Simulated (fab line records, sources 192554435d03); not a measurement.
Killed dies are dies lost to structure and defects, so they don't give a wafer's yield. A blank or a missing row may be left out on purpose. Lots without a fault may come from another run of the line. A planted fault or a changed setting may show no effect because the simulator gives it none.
Split-lot experiment | flow n5_finfet | 7 lots, 21 wafers read, on a route of 1938 steps

THE SPLIT
At N5_BEOL_M0_SAQP_CUT_ETCH_46 (etches SOC in N2/H2, target depth 135 nm, overetch 27 nm, time 202.5 s), the setting source_w was moved away from the recipe's 840 W on 10 of the 21 wafers read, by -17.5% to +11.3%. The other wafers ran this setting at the recipe's value.

The reading is taken at the split's own step.

THE READING
rf_vpp_V, in V, at N5_BEOL_M0_SAQP_CUT_ETCH_46 (etches SOC in N2/H2, target depth 135 nm, overetch 27 nm, time 202.5 s). Fault-free wafers of this fab line usually give 523.3 V, standard deviation 2.3 V.

wafer  | tool, chamber at the split | source_w as run, W | against the recipe | rf_vpp_V, V | against lot-mates on the recipe
L085.1 | rie_diel-02, 1             | 789.2              | -6.0%              | 532.5       | +7.8
L085.2 | rie_diel-02, 2             | 840                | recipe             | 524.5       | -
L085.3 | rie_diel-02, 0             | 840                | recipe             | 525.0       | -
L084.3 | rie_diel-03, 0             | 693                | -17.5%             | 560.4       | +33.5
L084.4 | rie_diel-03, 3             | 693                | -17.5%             | 554.6       | +27.7
L084.5 | rie_diel-03, 0             | 840                | recipe             | 526.9       | -
L086.3 | rie_diel-03, 1             | 840                | recipe             | 524.5       | -
L086.4 | rie_diel-03, 0             | 840                | recipe             | 525.6       | -
L086.5 | rie_diel-03, 1             | 840                | recipe             | 522.1       | -
L089.1 | rie_diel-03, 2             | 717.5              | -14.6%             | 550.8       | +28.9
L089.5 | rie_diel-03, 0             | 717.5              | -14.6%             | 555.7       | +33.8
L089.6 | rie_diel-03, 3             | 840                | recipe             | 521.9       | -
L090.2 | rie_diel-03, 3             | 840                | recipe             | 520.7       | -
L090.4 | rie_diel-03, 2             | 840                | recipe             | 522.6       | -
L090.5 | rie_diel-03, 3             | 795.6              | -5.3%              | 529.7       | +8.0
L096.1 | rie_diel-03, 0             | 934.9              | +11.3%             | 507.6       | -11.4
L096.2 | rie_diel-03, 3             | 840                | recipe             | 519.0       | -
L096.6 | rie_diel-03, 2             | 934.9              | +11.3%             | 503.7       | -15.3
L097.2 | rie_diel-03, 3             | 737.1              | -12.2%             | 543.1       | +20.3
L097.4 | rie_diel-03, 3             | 737.1              | -12.2%             | 544.0       | +21.2
L097.5 | rie_diel-03, 2             | 840                | recipe             | 522.8       | -

THE FIT
A straight line over all 21 wafers: rf_vpp_V changes by -1.83 V for each +1% of source_w; r = -0.98; the points scatter about the line by 2.9 V.
The same after taking each lot's own level away (the mean of its wafers on the recipe; 21 wafers): -1.69 V for each +1%; r = -0.98; scatter 3.1 V.
On that fit, the largest move of source_w shifts the reading by 30 V.
The lots' own levels span 519.00 to 526.90 V, that is 3.4 times the standard deviation above.
So the lot-to-lot level changes the slope little: the two slopes agree.
Check: with one of the wafers moved furthest among these (-17.5%) left out of the fit, the line predicts +30 V for it against its lot-mates. It came out at +33.5 V against them.
Tool readings at the split's step, against how far the setting was moved: rf_vpp_V r = -0.98.

OTHER SPLITS ON THESE WAFERS
These wafers also went through other splits before the reading. Each is held against what the fit with the lots' levels taken away leaves over:
other split on the same wafers | wafers away from the commonest value | r with rf_vpp_V (lot level and that fit taken away)
N5_BEOL_M0_SAQP_COAT_81 temp_c | 8                                    | +0.08

THE FILE'S OWN FIT
rf_vpp_V changes by -1.73 V for each +1% of source_w, r = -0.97.
